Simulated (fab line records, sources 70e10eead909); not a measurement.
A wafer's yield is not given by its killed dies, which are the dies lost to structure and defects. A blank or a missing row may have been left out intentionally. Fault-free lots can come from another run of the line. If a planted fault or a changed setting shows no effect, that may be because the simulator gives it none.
Chamber matching :: flow nand harc :: NHARC_A_STAIRCASE_DESCUM_186 on rie diel-02 has 4 sister chambers
The step chemistry O2, time 3 s. 8 wafers are shown with their chamber, then 8 later ones without.

EACH WAFER AND ITS CHAMBER
wafer: L083.5
chamber: 0
showerhead plenum p Torr (Torr): 1.80
drypump motor current A (A): 5.6

wafer: L084.4
chamber: 3
showerhead plenum p Torr (Torr): 2.04
drypump motor current A (A): 5.3

wafer: L085.5
chamber: 3
showerhead plenum p Torr (Torr): 2.03
drypump motor current A (A): 5.2

wafer: L085.6
chamber: 0
showerhead plenum p Torr (Torr): 1.80
drypump motor current A (A): 5.6

wafer: L087.2
chamber: 1
showerhead plenum p Torr (Torr): 1.95
drypump motor current A (A): 5.4

wafer: L087.4
chamber: 2
showerhead plenum p Torr (Torr): 1.81
drypump motor current A (A): 6.0

wafer: L087.6
chamber: 1
showerhead plenum p Torr (Torr): 1.95
drypump motor current A (A): 5.3

wafer: L090.1
chamber: 2
showerhead plenum p Torr (Torr): 1.81
drypump motor current A (A): 5.9

WAFERS WITH NO CHAMBER GIVEN
wafer: L090.4
showerhead plenum p Torr (Torr): 1.95
drypump motor current A (A): 5.4

wafer: L090.6
showerhead plenum p Torr (Torr): 1.79
drypump motor current A (A): 5.6

wafer: L093.2
showerhead plenum p Torr (Torr): 1.95
drypump motor current A (A): 5.4

wafer: L093.3
showerhead plenum p Torr (Torr): 2.02
drypump motor current A (A): 5.3

wafer: L093.6
showerhead plenum p Torr (Torr): 2.02
drypump motor current A (A): 5.3

wafer: L094.2
showerhead plenum p Torr (Torr): 1.80
drypump motor current A (A): 6.0

wafer: L094.5
showerhead plenum p Torr (Torr): 1.79
drypump motor current A (A): 5.6

wafer: L094.6
showerhead plenum p Torr (Torr): 2.02
drypump motor current A (A): 5.3

CHAMBER TAKEN BY EACH
wafer: L090.4
from the rows above: 1
in truth: 1

wafer: L090.6
from the rows above: 0
in truth: 0

wafer: L093.2
from the rows above: 1
in truth: 1

wafer: L093.3
from the rows above: 3
in truth: 3

wafer: L093.6
from the rows above: 3
in truth: 3

wafer: L094.2
from the rows above: 2
in truth: 2

wafer: L094.5
from the rows above: 0
in truth: 0

wafer: L094.6
from the rows above: 3
in truth: 3
Placed correctly: 8 of 8. Can't be placed from these rows: 0. 0 placed wrongly.
How it was worked out, from the rows above alone: a wafer's distance from a chamber is the root of the sum, over the readings, of the square of ((its reading less the chamber's mean) divided by the reading's scatter). The wafer belongs to the nearest chamber; if the next one is less than 2 further off, it can't be placed. Each chamber's mean is taken over the wafers shown for it. How the scatter is found: for the shown wafers, subtract from each reading the mean of its chamber, square and add these, divide the total by (wafers less chambers), then take the root.
